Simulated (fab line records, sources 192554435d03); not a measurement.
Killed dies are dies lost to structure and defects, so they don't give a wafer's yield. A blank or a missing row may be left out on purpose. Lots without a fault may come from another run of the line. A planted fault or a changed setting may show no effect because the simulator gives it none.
Which tool did it? | flow n5_finfet | 9 lots, 27 wafers sampled, at 5 steps of a route of 1938

WHAT THE GAUGES READ, wafer by wafer
N5_MOL_CONTACT_COAG_CD_MEAS_101: target cd 16 nm. Usual: cd_nm 16.1 nm, standard deviation 0.35.
lot  | measured     | on        | cd_nm (nm)     | flag
L253 | day 5 22:38  | cd_sem-03 | 16.1 16.1 16.8 |
L258 | day 7 09:50  | cd_sem-03 | 16.3 15.5 15.5 |
L262 | day 8 08:53  | cd_sem-02 | 16.5 16.5 16.4 |
L261 | day 8 11:16  | cd_sem-01 | 16.3 16.4 16.6 |
L263 | day 8 12:55  | cd_sem-01 | 16.1 16.2 16.0 |
L265 | day 9 04:44  | cd_sem-01 | 15.7 15.8 15.8 |
L266 | day 9 05:16  | cd_sem-02 | 16.4 16.5 16.6 |
L269 | day 9 22:56  | cd_sem-02 | 15.7 16.1 16.0 |
L272 | day 10 17:56 | cd_sem-01 | 16.2 16.4 16.2 |

N5_BEOL_M4_RC_MEAS_101. Usual: DIBL_N 36.5 mV/V, standard deviation 2; DIBL_P 36.5 mV/V, standard deviation 2.3; IOFF_N 0.16 nA/um, standard deviation 0.036; IOFF_P 0.21 nA/um, standard deviation 0.037; ION_N 672 uA/um, standard deviation 12; ION_P 459 uA/um, standard deviation 7.1; SS_N 71.6 mV/dec, standard deviation 0.73; SS_P 73.4 mV/dec, standard deviation 0.76; VT_N 250 mV, standard deviation 3.3; VT_P -250.5 mV, standard deviation 2.9.
lot  | measured     | on        | DIBL_N (mV/V)  | DIBL_P (mV/V)  | IOFF_N (nA/um) | IOFF_P (nA/um) | ION_N (uA/um) | ION_P (uA/um) | SS_N (mV/dec)  | SS_P (mV/dec)  | VT_N (mV)   | VT_P (mV)            | flag
L253 | day 8 21:33  | prober-02 | 36.7 34.8 35.7 | 36.7 35.0 36.1 | 0.18 0.14 0.16 | 0.21 0.19 0.20 | 680 679 670   | 458 463 464   | 71.9 71.4 71.3 | 73.9 73.4 73.5 | 246 251 249 | -251.4 -252.9 -251.7 |
L258 | day 10 11:02 | prober-01 | 36.7 34.2 36.2 | 35.7 33.3 34.4 | 0.15 0.12 0.14 | 0.18 0.16 0.17 | 670 660 665   | 459 451 450   | 70.9 70.6 70.7 | 73.6 72.8 73.2 | 249 252 250 | -253.0 -255.4 -252.7 |
L262 | day 11 17:28 | prober-01 | 38.3 39.4 38.6 | 36.8 37.8 37.5 | 0.19 0.24 0.21 | 0.25 0.27 0.27 | 684 693 680   | 464 465 462   | 71.7 72.8 72.3 | 74.4 74.5 74.3 | 245 243 247 | -248.6 -247.5 -247.8 |
L261 | day 11 20:26 | prober-02 | 36.6 37.1 34.2 | 37.2 38.2 34.3 | 0.17 0.18 0.12 | 0.23 0.26 0.18 | 676 684 663   | 463 472 460   | 71.1 71.7 70.6 | 73.9 74.3 72.4 | 250 246 255 | -246.2 -246.0 -249.6 |
L263 | day 11 19:24 | prober-01 | 36.3 37.4 37.3 | 36.2 36.3 38.8 | 0.16 0.19 0.20 | 0.20 0.21 0.25 | 663 652 669   | 448 446 463   | 71.8 73.3 72.6 | 73.1 73.4 73.4 | 250 250 247 | -252.3 -249.7 -246.2 |
L265 | day 11 23:17 | prober-01 | 35.6 36.9 33.8 | 38.7 39.1 34.8 | 0.16 0.17 0.12 | 0.20 0.21 0.15 | 675 672 659   | 459 456 451   | 71.5 71.8 71.3 | 74.3 74.2 72.7 | 250 250 255 | -251.6 -252.3 -258.8 |
L266 | day 11 22:42 | prober-02 | 37.0 37.3 39.1 | 35.9 34.9 38.0 | 0.15 0.14 0.19 | 0.20 0.19 0.25 | 671 645 681   | 459 444 464   | 72.1 71.8 71.4 | 73.0 72.9 73.8 | 251 253 249 | -251.3 -251.0 -246.2 |
L269 | day 13 08:45 | prober-02 | 36.0 32.4 38.2 | 36.4 33.5 40.1 | 0.16 0.12 0.22 | 0.20 0.16 0.26 | 654 668 693   | 452 463 474   | 72.2 70.2 72.2 | 73.7 72.5 73.2 | 251 250 244 | -253.1 -252.6 -248.4 |
L272 | day 13 21:25 | prober-01 | 38.1 37.5 37.7 | 41.2 39.5 39.4 | 0.24 0.21 0.21 | 0.30 0.26 0.26 | 691 684 661   | 474 467 449   | 72.1 71.8 72.3 | 73.9 74.3 74.0 | 243 248 247 | -243.0 -246.6 -245.4 |

WHICH TOOL RAN EACH LOT (tool, then ch and the chambers of the sampled wafers, then the start)
lot  | N5_BEOL_M0_SAQP_ETCH_83           | N5_BEOL_M0_SAQP_MANDREL_ETCH_103 | N5_BEOL_M0_SAQP_RECESS_104
L253 | rie_diel-03 ch 0,1,2, day 6 09:35 | rie_si-01 ch 1,2,3, day 6 12:25  | vapor_etch-01 ch 0,1, day 6 12:30
L258 | rie_diel-03 ch 1,2, day 7 18:17   | rie_si-01 ch 0,2,3, day 7 20:02  | vapor_etch-02 ch 0,1, day 7 20:07
L262 | rie_diel-04 ch 0,1, day 8 15:08   | rie_si-06 ch 1,2,3, day 8 19:04  | vapor_etch-02 ch 0,1, day 8 19:16
L261 | rie_diel-02 ch 0,1, day 8 18:14   | rie_si-01 ch 1,2,3, day 8 19:57  | vapor_etch-02 ch 0,1, day 8 20:09
L263 | rie_diel-04 ch 1,2,3, day 8 23:29 | rie_si-06 ch 0,1,2, day 9 01:32  | vapor_etch-01 ch 0,1, day 9 01:37
L265 | rie_diel-04 ch 0,2,3, day 9 12:03 | rie_si-04 ch 0,1,2, day 9 13:53  | vapor_etch-02 ch 0,1, day 9 13:58
L266 | rie_diel-02 ch 0,2,3, day 9 13:35 | rie_si-06 ch 0,1,3, day 9 15:39  | vapor_etch-02 ch 0,1, day 9 15:44
L269 | rie_diel-04 ch 2,3, day 10 05:03  | rie_si-04 ch 0,1,2, day 10 06:49 | vapor_etch-01 ch 0,1, day 10 06:53
L272 | rie_diel-03 ch 1,3, day 11 02:30  | rie_si-01 ch 0,1,3, day 11 05:07 | vapor_etch-02 ch 0,1, day 11 05:11
- N5_BEOL_M0_SAQP_ETCH_83: etches SiARC in CF4, target depth 39 nm, time 65 s.
- N5_BEOL_M0_SAQP_MANDREL_ETCH_103: etches a-Si in HBr/Cl2, stops on SiCN, target depth 45 nm, bt time 10 s, time 27 s.
- N5_BEOL_M0_SAQP_RECESS_104: chemistry HF/NH3, target SiO2, target depth 18 nm, afs cycles 3, sublimation time 60 s.

WHAT THE TOOLS THEMSELVES READ (means of the sampled wafers that have a number; where no wafer has one, the mark that the record gives instead)
N5_BEOL_M0_SAQP_ETCH_83. Usual: drypump_motor_current_A 5.8 A, standard deviation 0.57; etch_rf_on_time_s 65.5 s, standard deviation 1.1; oes_product_au 0.64 a.u., standard deviation 0.054; rf_vpp_V 184.0 V, standard deviation 1.1; showerhead_plenum_p_Torr 2.13 Torr, standard deviation 0.068; throttle_valve_pct 15.6 %, standard deviation 0.31.
lot  | tool        | drypump_motor_current_A (A) | etch_rf_on_time_s (s) | oes_product_au (a.u.) | rf_vpp_V (V) | showerhead_plenum_p_Torr (Torr) | throttle_valve_pct (%) | flag
L253 | rie_diel-03 | 5.7                         | 65.1                  | 0.62                  | 184.4        | 2.16                            | 15.7                   |
L258 | rie_diel-03 | 5.8                         | 65.4                  | 0.62                  | 183.5        | 2.15                            | 15.7                   |
L262 | rie_diel-04 | 5.7                         | 64.5                  | 0.66                  | 182.3        | 2.01                            | 15.5                   |
L261 | rie_diel-02 | 6.0                         | 67.4                  | 0.59                  | 185.4        | 2.21                            | 16.1                   |
L263 | rie_diel-04 | 5.6                         | 65.7                  | 0.65                  | 183.6        | 2.11                            | 15.3                   |
L265 | rie_diel-04 | 5.8                         | 65.2                  | 0.64                  | 183.5        | 2.08                            | 15.5                   |
L266 | rie_diel-02 | 5.7                         | 65.2                  | 0.71                  | 184.4        | 2.17                            | 15.7                   |
L269 | rie_diel-04 | 5.5                         | 66.6                  | 0.63                  | 184.3        | 2.13                            | 15.4                   |
L272 | rie_diel-03 | 6.1                         | 65.9                  | 0.61                  | 184.5        | 2.18                            | 15.5                   |

N5_BEOL_M0_SAQP_MANDREL_ETCH_103. Usual: drypump_motor_current_A 5.7 A, standard deviation 0.38; oes_product_au 0.680 a.u., standard deviation 0.011; throttle_valve_pct 35.4 %, standard deviation 0.33.
lot  | tool      | drypump_motor_current_A (A) | oes_product_au (a.u.) | throttle_valve_pct (%) | flag
L253 | rie_si-01 | 6.0                         | 0.677                 | 35.4                   |
L258 | rie_si-01 | 5.9                         | 0.544                 | 35.6                   | OFF
L262 | rie_si-06 | 5.6                         | 0.681                 | 35.3                   |
L261 | rie_si-01 | 6.0                         | 0.546                 | 35.7                   | OFF
L263 | rie_si-06 | 6.0                         | 0.681                 | 35.4                   |
L265 | rie_si-04 | 5.5                         | 0.682                 | 35.4                   |
L266 | rie_si-06 | 5.6                         | 0.676                 | 35.4                   |
L269 | rie_si-04 | 5.5                         | 0.677                 | 35.4                   |
L272 | rie_si-01 | 6.0                         | 0.667                 | 35.3                   |

N5_BEOL_M0_SAQP_RECESS_104. Usual: drypump_motor_current_A 5.5 A, standard deviation 0.42; temp_c 30.01 C, standard deviation 0.1.
lot  | tool          | drypump_motor_current_A (A) | temp_c (C) | flag
L253 | vapor_etch-01 | 5.5                         | 30.09      |
L258 | vapor_etch-02 | 5.3                         | 30.09      |
L262 | vapor_etch-02 | 5.5                         | 29.90      |
L261 | vapor_etch-02 | 5.5                         | 29.86      |
L263 | vapor_etch-01 | 5.9                         | 30.07      |
L265 | vapor_etch-02 | 5.3                         | 30.06      |
L266 | vapor_etch-02 | 5.5                         | 30.00      |
L269 | vapor_etch-01 | 5.5                         | 30.05      |
L272 | vapor_etch-02 | 5.3                         | 29.92      |

THE ANSWER, worked out from the rows above alone
Rule: a lot is off if the mean of its wafers that have a number lies more than 3 standard deviations from the usual mean. A lot without any number at a reading at which 4 lots or more have one is off too. The other lots that the step has rows for count as sound. The gauges are gone through in route order, then the tools' own readings, and for those a lot's mean is taken as printed above. The first step at which some lot is off is used, and at that step the reading that is off furthest; a lot without a number counts as furthest.
Off: L258, L261, at N5_BEOL_M0_SAQP_MANDREL_ETCH_103 (oes_product_au).
A tool fits if, at that step or a process step before it, it ran every lot that is off, and no sound lot after the first of them. None of those tried fits.

WHAT THE SIMULATOR HAD PUT IN
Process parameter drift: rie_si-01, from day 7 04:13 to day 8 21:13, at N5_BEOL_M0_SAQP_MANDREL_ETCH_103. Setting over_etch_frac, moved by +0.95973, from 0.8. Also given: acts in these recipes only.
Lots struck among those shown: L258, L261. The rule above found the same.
